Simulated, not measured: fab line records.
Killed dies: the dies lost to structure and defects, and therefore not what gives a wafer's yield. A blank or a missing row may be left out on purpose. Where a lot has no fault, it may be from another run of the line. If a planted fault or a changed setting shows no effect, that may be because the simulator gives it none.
Matching of chambers | flow n5_finfet | ald_metal-02 running N5_BEOL_M2_ALD_84: 4 sister chambers
The step deposits TaN, pulse time 2 s, purge time 3 s, co reactant purge time 2 s. 4 wafers are shown with their chamber, then 7 later ones without.

## WAFERS WITH THEIR CHAMBER
wafer  | chamber | heater_power_w (W)
L082.3 | 3       | 358
L083.1 | 1       | 391
L083.2 | 2       | 487
L084.5 | 0       | 366

## WAFERS WITHOUT THEIR CHAMBER
wafer  | heater_power_w (W)
L084.6 | 354
L087.1 | 494
L087.3 | 400
L087.5 | 349
L088.1 | 479
L088.2 | 390
L088.4 | 369

## THE CHAMBER EACH PASSED THROUGH
wafer  | from the rows above     | in truth
L084.6 | can't be placed: 3 or 0 | 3
L087.1 | 2                       | 2
L087.3 | 1                       | 1
L087.5 | can't be placed: 3 or 0 | 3
L088.1 | 2                       | 2
L088.2 | 1                       | 1
L088.4 | can't be placed: 0 or 3 | 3
Correctly placed: 4 of 7. These rows do not allow placing 3 (true chamber among the candidates in 3). Wrongly placed: 0.
How it was worked out, from the rows above alone: a wafer's distance from a chamber is the root of the sum, over the readings, of the square of ((its reading less the chamber's mean) divided by the reading's scatter). If the next closest chamber is less than 2 further off than the closest, the wafer can't be placed; otherwise it belongs to the closest. A chamber's mean is the mean of its shown wafers. The scatter (one wafer shown for each chamber): square how far every hidden wafer sits from the nearest shown wafer, average those squares and take the square root.
